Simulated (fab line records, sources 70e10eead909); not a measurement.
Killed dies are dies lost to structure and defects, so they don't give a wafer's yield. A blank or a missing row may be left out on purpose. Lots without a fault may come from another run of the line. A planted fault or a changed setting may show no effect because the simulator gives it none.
A struck lot beside a sound one | flow nand_harc | 29 steps out of a route of 1302
Sound: wafers L117.1, L117.2, L117.6. Struck: wafers L128.2, L128.3, L128.5. The cause comes at the end.
At each step with rows: each side's tool, then ch and its chambers, then its first start. Under that, the readings that differ: sound wafers | struck wafers | difference of the means | sigmas: that difference in standard deviations of wafers without a fault.
alike: readings whose means differ by less than 2 such deviations, and words and numbers that are the same on both sides. not compared: withheld readings, readings that some wafer has no value for, bounds like >300 that may hide the same value, and numbers for which the record gives no deviation and whose values overlap.
The two part at a step that has a row with sigmas, a row that says differs or no value, or rows on one side only. Numbers that don't overlap but have no deviation are shown without sigmas and don't part them. A reading that every wafer of one side lacks parts them only if that side has two wafers or more.

first, 12 steps without rows for these wafers: NHARC_P_STI_ETCH_26 (etches SiO2 in dHF, target depth 11 nm); NHARC_P_STI_PRECLEAN_27 (cleans in SC1); NHARC_P_STI_SRD_28; NHARC_P_STI_OXIDE_29 (material SiO2, target thk 10 nm, ox time 1362 s); NHARC_P_STI_HM_DEP_30 (deposits Si3N4, target thk 80 nm, time 873 s); NHARC_P_STI_DEHYDRATE_01 (time 120 s); NHARC_P_STI_HMDS_02 (time 30 s); NHARC_P_STI_COAT_41 (time 65 s); NHARC_P_STI_COAT_03 (resist thk 600 nm); NHARC_P_STI_SOFTBAKE_04 (time 70 s); NHARC_P_STI_EBR_05; NHARC_P_STI_EXPOSE_06 (exposes mask P STI, target cd 200 nm).
NHARC_P_STI_PEB_07: peb time 80 s.
  sound on litho_track-03 ch 0, day 4 23:22; struck on litho_track-03 ch 0, day 9 11:02
  reading          | sound                | struck               | difference | sigmas
  plate_temp_C (C) | 127.99 127.72 128.13 | 128.72 128.70 128.67 | +0.75      | +6
then, 1 step without rows for these wafers: NHARC_P_STI_DEVELOP_08 (time 50 s).
NHARC_P_STI_CD_MEAS_09: target cd 200 nm.
  sound on cd_sem-03 ch 0, day 4 23:27; struck on cd_sem-03 ch 0
  reading    | sound             | struck            | difference | sigmas
  cd_nm (nm) | 200.2 201.7 201.2 | 210.2 207.8 207.4 | +7.4       | +4
  not compared: hold
NHARC_P_STI_OVL_MEAS_10:
  sound on overlay-02, day 4 23:32; struck on overlay-02, day 9 17:43
  reading | sound | struck                                                                     | difference                   | sigmas
  hold    | - - - | await_dispo/6.3h/release await_dispo/6.3h/release await_dispo/6.3h/release | no value on the sound wafers |
  alike: overlay_x_nm, overlay_y_nm
NHARC_P_STI_INSPECT_11:
  sound on defect_inspect-01, day 4 23:35; struck on defect_inspect-02, day 9 17:46
  alike: raw_defect_count
then, 1 step without rows for these wafers: NHARC_P_STI_HARDBAKE_13 (time 65 s).
NHARC_P_STI_DESCUM_14: chemistry O2, time 3 s.
  sound on rie_diel-13 ch 1,3, day 4 23:43; struck on rie_diel-08 ch 1,2, day 9 17:53
  reading                | sound             | struck            | difference | sigmas
  model.P_STI.cd_nm (nm) | 200.3 202.1 201.1 | 210.1 207.8 207.1 | +7.2       |
  alike: drypump_motor_current_A, oes_product_au, rf_vpp_V, showerhead_plenum_p_Torr, throttle_valve_pct
  not compared: rf_hours_counter_h
NHARC_P_STI_ETCH_42: etches the open film in N2/H2, target depth 80 nm, overetch 24 nm, time 61 s.
  sound on rie_diel-13 ch 0,1,3, day 4 23:49; struck on rie_diel-08 ch 0,3, day 9 17:59
  alike: drypump_motor_current_A, oes_product_au, rf_fwd_power_W, rf_vpp_V, showerhead_plenum_p_Torr, throttle_valve_pct
  not compared: rf_hours_counter_h
NHARC_P_STI_ETCH_31: etches the open film in CF4/CHF3, target depth 108.9 nm, time 54.5 s.
  sound on rie_diel-13 ch 1,2,3; struck on rie_diel-08 ch 0,3
  alike: drypump_motor_current_A, oes_product_au, rf_fwd_power_W, rf_vpp_V, showerhead_plenum_p_Torr, throttle_valve_pct
  not compared: rf_hours_counter_h
NHARC_P_STI_ETCH_15: etches the open film in HBr/Cl2, target depth 300 nm, time 100.1 s.
  sound on rie_si-01 ch 0,2, day 4 23:59; struck on rie_si-01 ch 1,3, day 9 18:10
  reading                | sound             | struck            | difference | sigmas
  model.P_STI.cd_nm (nm) | 200.1 201.3 202.1 | 209.8 207.5 207.1 | +7.0       |
  alike: drypump_motor_current_A, hbr_flow_sccm, mfc_cl2_sccm, oes_product_au, rf_fwd_power_W, throttle_valve_pct
  not compared: rf_hours_counter_h
NHARC_P_STI_CD_MEAS_16:
  sound on cd_sem-01, day 5 00:11; struck on cd_sem-03, day 9 18:31
  reading    | sound             | struck            | difference | sigmas
  cd_nm (nm) | 200.3 201.2 202.4 | 209.7 207.4 206.8 | +6.7       | +4
  not compared: hold
NHARC_P_STI_OCD_MEAS_17:
  sound on ocd-02, day 5 00:16; struck on ocd-02, day 9 20:25
  reading                | sound             | struck            | difference | sigmas
  trench_foot_cd_nm (nm) | 158.8 159.6 159.1 | 168.5 167.2 165.8 | +8.0       | +4
  alike: trench_depth_nm
  not compared: hold
then, 2 steps without rows for these wafers: NHARC_P_STI_PRECLEAN_32 (cleans in SC1); NHARC_P_STI_SRD_23.
NHARC_P_STI_OCD_MEAS_43:
  sound on ocd-01, day 5 00:46; struck on ocd-01, day 10 03:24
  reading                | sound             | struck            | difference | sigmas
  trench_foot_cd_nm (nm) | 158.3 160.0 158.5 | 168.8 167.4 166.4 | +8.6       | +5
  alike: trench_depth_nm
then, 1 step without rows for these wafers: NHARC_P_STI_OXIDE_33 (material SiO2, target thk 10 nm, ox time 281 s).
NHARC_END_SORT_01:
  the record has rows for the sound wafers here (prober-02 ch 0, day 27 01:52) and none for the struck ones

WHERE THEY PART
First at NHARC_P_STI_PEB_07; last, within this record, at NHARC_END_SORT_01.

WHY: what the simulator had put in
Process parameter drift: litho_track-03, from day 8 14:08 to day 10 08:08, at NHARC_P_STI_PEB_07. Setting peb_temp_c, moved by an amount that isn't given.
